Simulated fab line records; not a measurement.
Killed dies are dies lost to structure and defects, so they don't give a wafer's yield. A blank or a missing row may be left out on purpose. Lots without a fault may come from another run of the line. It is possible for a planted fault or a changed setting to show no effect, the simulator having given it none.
Which tool is to blame? + flow n5Finfet + Sampling: 11 lots, 30 wafers, 5 of 1938 route steps

WHAT THE GAUGES SHOWED, per wafer
N5_BEOL_M4_RC_MEAS_101.
| lot  | measured     | on        | CJ_N           | DIBL_N (mV/V)  | DIBL_P (mV/V)  | IOFF_N (nA/um) | IOFF_P (nA/um) | ION_N (uA/um) | ION_P (uA/um) | RS_PWELL (ohm/sq) | SS_N (mV/dec)  | SS_P (mV/dec)  | VT_N (mV)   | VT_P (mV)      |
|------|--------------|-----------|----------------|----------------|----------------|----------------|----------------|---------------|---------------|-------------------|----------------|----------------|-------------|----------------|
| L132 | day 8 09:34  | prober-02 | 4.43 4.21 4.33 | 37.8 34.9 38.9 | 36.7 33.9 38.6 | 0.16 0.13 0.19 | 0.19 0.17 0.23 | 666 677 688   | 450 462 463   | 3029 2983 2980    | 71.9 69.7 71.8 | 73.9 73.0 73.7 | 249 252 248 | -254 -255 -251 |
| L133 | day 8 01:04  | prober-01 | 4.33 4.22 4.40 | 39.6 35.4 37.8 | 41.3 36.2 39.6 | 0.29 0.17 0.23 | 0.36 0.22 0.32 | 715 691 696   | 484 470 480   | 3043 3037 3026    | 72.7 71.5 72.1 | 74.8 73.3 74.0 | 238 247 243 | -241 -246 -242 |
| L135 | day 9 08:22  | prober-01 | 4.23 4.25      | 36.6 32.5      | 39.3 33.7      | 0.18 0.10      | 0.20 0.13      | 682 659       | 455 444       | 3004 3001         | 71.6 70.4      | 73.9 72.3      | 246 255     | -253 -259      |
| L137 | day 9 13:09  | prober-02 | 4.58 4.58 4.52 | 38.0 39.4 34.8 | 36.7 38.2 32.6 | 0.21 0.22 0.13 | 0.23 0.24 0.16 | 690 699 684   | 468 469 462   | 3014 3025 3006    | 71.7 72.1 71.1 | 73.6 74.7 72.6 | 246 249 253 | -250 -248 -253 |
| L138 | day 9 11:29  | prober-02 | 4.51 4.57 4.51 | 37.2 34.5 38.6 | 36.0 33.0 38.7 | 0.17 0.13 0.20 | 0.22 0.18 0.26 | 678 658 677   | 465 457 469   | 3025 3032 3050    | 72.8 71.3 72.6 | 73.9 72.6 73.6 | 248 250 246 | -248 -250 -246 |
| L139 | day 10 08:27 | prober-02 | 4.29 4.36 4.33 | 40.9 36.3 31.0 | 45.1 39.3 32.1 | 0.28 0.17 0.09 | 0.36 0.23 0.13 | 698 685 647   | 474 472 449   | 3014 3007 2992    | 72.8 71.2 69.7 | 75.9 72.8 71.9 | 240 247 256 | -244 -251 -257 |
| L140 | day 10 14:59 | prober-01 | 4.34 4.48 4.29 | 36.7 36.1 35.3 | 37.0 36.3 35.5 | 0.18 0.17 0.14 | 0.25 0.24 0.24 | 681 673 662   | 472 471 462   | 2998 3033 2996    | 71.6 72.1 71.9 | 73.8 73.8 73.0 | 246 249 253 | -245 -248 -246 |
| L141 | day 10 14:43 | prober-02 | 4.63 4.60 4.62 | 40.1 38.5 42.5 | 39.8 38.5 42.6 | 0.20 0.19 0.27 | 0.30 0.28 0.36 | 671 681 700   | 470 477 479   | 3020 3024 3013    | 72.0 71.6 73.1 | 74.3 73.3 74.9 | 249 246 244 | -244 -243 -242 |
| L149 | day 12 20:48 | prober-02 | 3.61 4.33      | 35.1 32.5      | 34.3 31.7      | 0.14 0.10      | 0.20 0.16      | 667 656       | 458 455       | 2934 3006         | 70.9 69.9      | 73.1 72.0      | 252 255     | -251 -254      |
| L150 | day 12 20:40 | prober-01 | 4.05 3.95      | 35.3 37.9      | 32.4 37.0      | 0.16 0.22      | 0.18 0.25      | 668 687       | 462 469       | 2928 2967         | 72.7 72.4      | 72.1 72.9      | 252 246     | -252 -249      |
| L151 | day 13 05:25 | prober-02 | 4.21 3.56 4.26 | 38.8 37.8 37.8 | 40.2 39.6 38.9 | 0.22 0.21 0.18 | 0.29 0.29 0.25 | 696 698 679   | 472 480 466   | 2945 2902 2950    | 72.0 72.5 72.2 | 74.7 74.4 74.3 | 247 245 249 | -244 -243 -245 |

EACH LOT AND THE TOOL THAT RAN IT (in order: tool; ch and the chambers of the sampled wafers; start)
| lot  | N5_WELL_APT_EPI_41            | N5_BEOL_M4_ANNEAL_49        | N5_BEOL_M4_ANNEAL_80        | N5_BEOL_M4_SPUTTER_96       |
|------|-------------------------------|-----------------------------|-----------------------------|-----------------------------|
| L132 | epiRpcvd-01 ch 0, day 1 22:29 | pvdSputter-03, day 8 06:47  | pvdSputter-03, day 8 07:00  | pvdSputter-03, day 8 08:28  |
| L133 | epiRpcvd-03 ch 0, day 2 04:06 | pvdSputter-03, day 7 22:17  | pvdSputter-03, day 7 22:31  | pvdSputter-03, day 7 23:58  |
| L135 | epiRpcvd-03 ch 0, day 2 16:34 | pvdSputter-01, day 9 05:24  | pvdSputter-01, day 9 05:37  | pvdSputter-01, day 9 07:05  |
| L137 | epiRpcvd-02 ch 0, day 3 04:06 | pvdSputter-02, day 9 10:20  | pvdSputter-02, day 9 10:34  | pvdSputter-02, day 9 12:01  |
| L138 | epiRpcvd-02 ch 0, day 3 10:22 | pvdSputter-01, day 9 08:34  | pvdSputter-01, day 9 08:47  | pvdSputter-01, day 9 10:14  |
| L139 | epiRpcvd-03 ch 0, day 3 16:29 | pvdSputter-03, day 10 05:32 | pvdSputter-03, day 10 05:45 | pvdSputter-03, day 10 07:13 |
| L140 | epiRpcvd-03 ch 0, day 3 23:03 | pvdSputter-01, day 10 12:03 | pvdSputter-01, day 10 12:16 | pvdSputter-01, day 10 13:44 |
| L141 | epiRpcvd-03 ch 0, day 4 04:17 | pvdSputter-03, day 10 11:46 | pvdSputter-03, day 10 11:59 | pvdSputter-03, day 10 13:26 |
| L149 | epiRpcvd-03 ch 0, day 6 04:24 | pvdSputter-01, day 12 17:43 | pvdSputter-01, day 12 17:56 | pvdSputter-01, day 12 19:24 |
| L150 | epiRpcvd-03 ch 0, day 6 10:02 | pvdSputter-03, day 12 17:40 | pvdSputter-03, day 12 17:53 | pvdSputter-03, day 12 19:21 |
| L151 | epiRpcvd-03 ch 0, day 6 15:55 | pvdSputter-01, day 13 02:36 | pvdSputter-01, day 13 02:49 | pvdSputter-01, day 13 04:17 |
- N5_WELL_APT_EPI_41: deposits Si from SiH4/H2, target thk 50 nm, time 297.7 s.
- N5_BEOL_M4_ANNEAL_49: time 240 s.
- N5_BEOL_M4_ANNEAL_80: time 240 s.
- N5_BEOL_M4_SPUTTER_96: material Cu, target thk 4.5 nm, time 8.29 s.

AS READ BY THE TOOLS THEMSELVES (means over the sampled wafers that have a number; for cases with no such wafer, the mark the record gives instead)
N5_WELL_APT_EPI_41.
| lot  | tool        | chamberPressureTorr (Torr) | susceptor_temp_C_max | throttleValvePct (%) |
|------|-------------|----------------------------|----------------------|----------------------|
| L132 | epiRpcvd-01 | 19.97                      | 651.1                | 11.57                |
| L133 | epiRpcvd-03 | 19.97                      | 652.4                | 11.45                |
| L135 | epiRpcvd-03 | 20.05                      | 651.8                | 11.55                |
| L137 | epiRpcvd-02 | 20.00                      | 651.4                | 11.30                |
| L138 | epiRpcvd-02 | 19.97                      | 651.1                | 11.25                |
| L139 | epiRpcvd-03 | 20.06                      | 651.7                | 11.42                |
| L140 | epiRpcvd-03 | 19.97                      | 652.2                | 11.27                |
| L141 | epiRpcvd-03 | 20.05                      | 651.7                | 11.29                |
| L149 | epiRpcvd-03 | 20.00                      | 652.0                | 11.37                |
| L150 | epiRpcvd-03 | 20.02                      | 651.8                | 11.29                |
| L151 | epiRpcvd-03 | 19.98                      | 652.2                | 11.30                |

N5_BEOL_M4_ANNEAL_49.
| lot  | tool          | heaterPowerW (W) | susceptor_temp_C_max |
|------|---------------|------------------|----------------------|
| L132 | pvdSputter-03 | 862              | 401.1                |
| L133 | pvdSputter-03 | 740              | 400.7                |
| L135 | pvdSputter-01 | 804              | 400.8                |
| L137 | pvdSputter-02 | 719              | 400.9                |
| L138 | pvdSputter-01 | 803              | 401.4                |
| L139 | pvdSputter-03 | 874              | 400.9                |
| L140 | pvdSputter-01 | 816              | 400.8                |
| L141 | pvdSputter-03 | 867              | 400.6                |
| L149 | pvdSputter-01 | 804              | 401.4                |
| L150 | pvdSputter-03 | 880              | 401.1                |
| L151 | pvdSputter-01 | 809              | 401.1                |

N5_BEOL_M4_ANNEAL_80.
| lot  | tool          | heaterPowerW (W) | susceptor_temp_C_max |
|------|---------------|------------------|----------------------|
| L132 | pvdSputter-03 | 850              | 400.8                |
| L133 | pvdSputter-03 | 730              | 400.8                |
| L135 | pvdSputter-01 | 822              | 400.9                |
| L137 | pvdSputter-02 | 717              | 400.7                |
| L138 | pvdSputter-01 | 803              | 401.2                |
| L139 | pvdSputter-03 | 870              | 401.0                |
| L140 | pvdSputter-01 | 800              | 401.0                |
| L141 | pvdSputter-03 | 845              | 400.7                |
| L149 | pvdSputter-01 | 804              | 400.9                |
| L150 | pvdSputter-03 | 886              | 400.7                |
| L151 | pvdSputter-01 | 814              | 401.4                |

N5_BEOL_M4_SPUTTER_96.
| lot  | tool          | throttleValvePct (%) |
|------|---------------|----------------------|
| L132 | pvdSputter-03 | 30.0                 |
| L133 | pvdSputter-03 | 30.0                 |
| L135 | pvdSputter-01 | 30.6                 |
| L137 | pvdSputter-02 | 31.5                 |
| L138 | pvdSputter-01 | 29.7                 |
| L139 | pvdSputter-03 | 31.0                 |
| L140 | pvdSputter-01 | 29.8                 |
| L141 | pvdSputter-03 | 29.9                 |
| L149 | pvdSputter-01 | 29.2                 |
| L150 | pvdSputter-03 | 30.8                 |
| L151 | pvdSputter-01 | 29.1                 |

THE ANSWER, worked out from the rows above alone
Rule: the lots themselves supply what counts as usual. The widest of any qualifying gaps counts: lots, ordered by their means at a reading, are off when they make up no more than a third of the lots, leave a main group of 4 or more, and stand apart from it by 3 or more times the standard deviation of that group's means. A main group whose means are all the same, to the digits that the tables above print for the reading, isn't used. Also off: a lot with no number at a reading for which 4 or more lots have one. The other lots that the step has rows for count as sound. After the gauges, taken in route order, come the tools' own readings; for these a lot's mean is taken, as printed above. The first step at which some lot is off is used, and at that step the reading that is off furthest; a lot without a number counts as furthest.
Nothing can be told from this: no lot is off at any reading shown.

WHAT THE SIMULATOR HAD INSERTED
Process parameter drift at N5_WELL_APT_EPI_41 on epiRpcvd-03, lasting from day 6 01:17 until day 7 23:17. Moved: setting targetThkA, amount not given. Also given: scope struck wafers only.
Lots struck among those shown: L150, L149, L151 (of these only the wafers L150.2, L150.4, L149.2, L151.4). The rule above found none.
